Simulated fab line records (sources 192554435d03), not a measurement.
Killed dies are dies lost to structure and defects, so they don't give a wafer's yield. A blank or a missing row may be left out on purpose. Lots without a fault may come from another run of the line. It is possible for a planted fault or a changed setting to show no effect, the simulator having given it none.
Split-lot experiment    flow n5-finfet    on a route of 1938 steps: 7 lots, 21 wafers read

## THE SPLIT ITSELF
At N5_BEOL_M8_ETCH_62 (etches SOC in N2/H2, target depth 110 nm, overetch 22 nm, time 165 s), the setting source-w was moved away from the recipe's 840 W on 5 of the 21 wafers read, by -10.6% to +13.0%. This setting was run at the recipe's value on the other wafers.

The reading is taken at the split's own step.

## THE READING
rf-vpp-V, in V, at N5_BEOL_M8_ETCH_62 (etches SOC in N2/H2, target depth 110 nm, overetch 22 nm, time 165 s). Typical for fault-free wafers on this fab line: 522.7 V, with standard deviation 2.4 V.

wafer   tool, chamber at the split  source-w as run, W  against the recipe  rf-vpp-V, V  against lot-mates on the recipe
L076.1  rie-diel-06, 3              840                 recipe              525.8        -
L076.2  rie-diel-06, 1              768.1               -8.6%               545.6        +19.8
L076.4  rie-diel-06, 0              768.1               -8.6%               536.0        +10.2
L078.2  rie-diel-02, 0              840                 recipe              521.4        -
L078.3  rie-diel-02, 2              840                 recipe              521.3        -
L078.5  rie-diel-02, 1              840                 recipe              520.9        -
L086.1  rie-diel-06, 2              840                 recipe              522.1        -
L086.3  rie-diel-06, 3              750.6               -10.6%              546.4        +21.0
L086.6  rie-diel-06, 1              840                 recipe              528.7        -
L085.4  rie-diel-06, 1              840                 recipe              528.3        -
L085.5  rie-diel-06, 2              840                 recipe              521.7        -
L085.6  rie-diel-06, 1              840                 recipe              528.6        -
L093.2  rie-diel-02, 2              840                 recipe              520.0        -
L093.4  rie-diel-02, 1              840                 recipe              521.5        -
L093.6  rie-diel-02, 2              840                 recipe              522.4        -
L092.1  rie-diel-06, 3              840                 recipe              527.2        -
L092.2  rie-diel-06, 2              949.1               +13.0%              502.1        -24.6
L092.5  rie-diel-06, 3              840                 recipe              526.3        -
L096.2  rie-diel-05, 1              840                 recipe              521.6        -
L096.3  rie-diel-05, 3              799.5               -4.8%               530.6        +8.2
L096.4  rie-diel-05, 2              840                 recipe              523.2        -

FIT RESULTS
A straight line over all 21 wafers: rf-vpp-V changes by -1.86 V for each +1% of source-w; r = -0.94; the points scatter about the line by 3.3 V.
The same after taking each lot's own level away (the mean of its wafers on the recipe; 21 wafers): -1.86 V for each +1%; r = -0.97; scatter 2.4 V.
On that fit, the largest move of source-w shifts the reading by 24 V.
From 521.20 to 526.75 V: that is the span of the lots' own levels, equal to 2.3 times the standard deviation above.
Consequently the slope shifts little with the lot-to-lot level, the two slopes agreeing.
Check: -24 V against its lot-mates is what the line predicts for one of the wafers moved furthest among these (+13.0%) when that wafer is left out of the fit. It came out at -24.6 V against them.
Tool readings at the split's step, against how far the setting was moved: rf-vpp-V r = -0.94.

## THESE WAFERS: OTHER SPLITS
Other splits were also applied to these wafers ahead of the reading. Each is held against what the fit with the lots' levels taken away leaves over:
other split on the same wafers  wafers away from the commonest value  r with rf-vpp-V (lot level and that fit taken away)
N5_BEOL_M6_EXPOSE_08 dose-mj    6                                     +0.23
N5_BEOL_M7_ILD_DEP_00 time-s    12                                    +0.03

## THE FILE'S OWN FIT
rf-vpp-V changes by -1.88 V for each +1% of source-w, r = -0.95.
